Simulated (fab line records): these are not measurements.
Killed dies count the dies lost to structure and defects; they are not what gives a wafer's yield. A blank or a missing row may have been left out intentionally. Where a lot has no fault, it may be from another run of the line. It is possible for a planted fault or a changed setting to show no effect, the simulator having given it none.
3 desks, one fault :: flow nand_harc :: each desk has only its own numbers; what lay behind them comes last

== TOOL OWNER'S DESK, rie_diel-03 ==
The tool's own readings at NHARC_P_M2_ETCH_35 (etches the open film in N2/H2, target depth 40 nm, overetch 12 nm, time 43.94 s): means of the sampled wafers that have a number, for each lot that ran on this tool. Any lot whose mean is over 4 standard deviations away from the usual mean is out of limits and marked OUT; that distance is given in the brackets.
Columns: A = drypump_motor_current_A at NHARC_P_M2_ETCH_35, usual 5.7 A; B = oes_product_au at NHARC_P_M2_ETCH_35, usual 1.002 a.u.; C = rf_vpp_V at NHARC_P_M2_ETCH_35, usual 431.2 V; D = showerhead_plenum_p_Torr at NHARC_P_M2_ETCH_35, usual 2.06 Torr; E = throttle_valve_pct at NHARC_P_M2_ETCH_35, usual 14.171 %
lot: L568
first seen here: day 11 18:37
A: 5.7
B: 0.935 (-6.1) OUT
C: 431.9
D: 2.09
E: 14.167

lot: L577
first seen here: day 15 12:16
A: 5.9
B: 0.990
C: 432.2
D: 2.13
E: 14.178
This desk finds L568 out of limits, L568 being first, at day 11 18:37 (oes_product_au at NHARC_P_M2_ETCH_35). L577: within limits.

== AT THE METROLOGY DESK ==
What the gauges read, lot by lot, whatever tool the lot ran on: means of the sampled wafers that have a number. Any lot whose mean is over 4 standard deviations away from the usual mean is out of limits and marked OUT; that distance is given in the brackets.
Columns: A = cd_nm at NHARC_P_M2_CD_MEAS_09, usual 170.1 nm
lot: L556
first seen here: day 6 11:53
A: 170.1

lot: L557
first seen here: day 6 20:02
A: 170.8

lot: L558
first seen here: day 7 11:13
A: 170.6

lot: L559
first seen here: day 7 12:20
A: 170.0

lot: L568
first seen here: day 11 18:20
A: 170.2

lot: L572
first seen here: day 13 04:04
A: 169.7

lot: L574
first seen here: day 14 04:08
A: 170.2

lot: L575
first seen here: day 14 05:16
A: 170.0

lot: L576
first seen here: day 14 19:00
A: 170.8

lot: L577
first seen here: day 15 12:00
A: 170.7

lot: L578
first seen here: day 15 14:46
A: 170.6

lot: L579
first seen here: day 16 05:40
A: 169.7
This desk's verdict: no lot among the 12 shows anything out of limits.

== THE DEFECT DESK ==
What the inspections along the route counted, lot by lot: means of the sampled wafers that have a number. Any lot whose mean is over 4 standard deviations away from the usual mean is out of limits and marked OUT; that distance is given in the brackets.
Columns: A = raw_defect_count at NHARC_P_M1_INSPECT_27, usual 318
lot: L556
first seen here: day 6 10:30
A: 295

lot: L557
first seen here: day 6 18:46
A: 369

lot: L558
first seen here: day 7 09:49
A: 323

lot: L559
first seen here: day 7 10:56
A: 377

lot: L568
first seen here: day 11 16:57
A: 296

lot: L572
first seen here: day 13 02:41
A: 326

lot: L574
first seen here: day 14 02:44
A: 353

lot: L575
first seen here: day 14 03:52
A: 289

lot: L576
first seen here: day 14 17:43
A: 255

lot: L577
first seen here: day 15 10:37
A: 284

lot: L578
first seen here: day 15 13:22
A: 268

lot: L579
first seen here: day 16 04:17
A: 577
This desk's verdict: no lot among the 12 shows anything out of limits.

== PUT TOGETHER ==
An alarm could have come from the tool owner's desk at day 11 18:37, on L568.
Metrology desk: nothing out of limits seen.
No out-of-limits result turned up at the defect desk.
The metrology desk has L568 on record, within its limits.
The defect desk has L568 on record, within its limits.
Every lot named ran NHARC_P_M2_ETCH_35 on rie_diel-03.

== WHAT THE SIMULATOR PUT IN ==
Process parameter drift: rie_diel-03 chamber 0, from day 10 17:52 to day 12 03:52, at NHARC_P_M2_ETCH_35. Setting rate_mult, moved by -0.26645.
Struck lots among those shown: L568.
Time in hours from fault onset to the first out-of-limits reading at each desk: the tool owner's desk, 25.
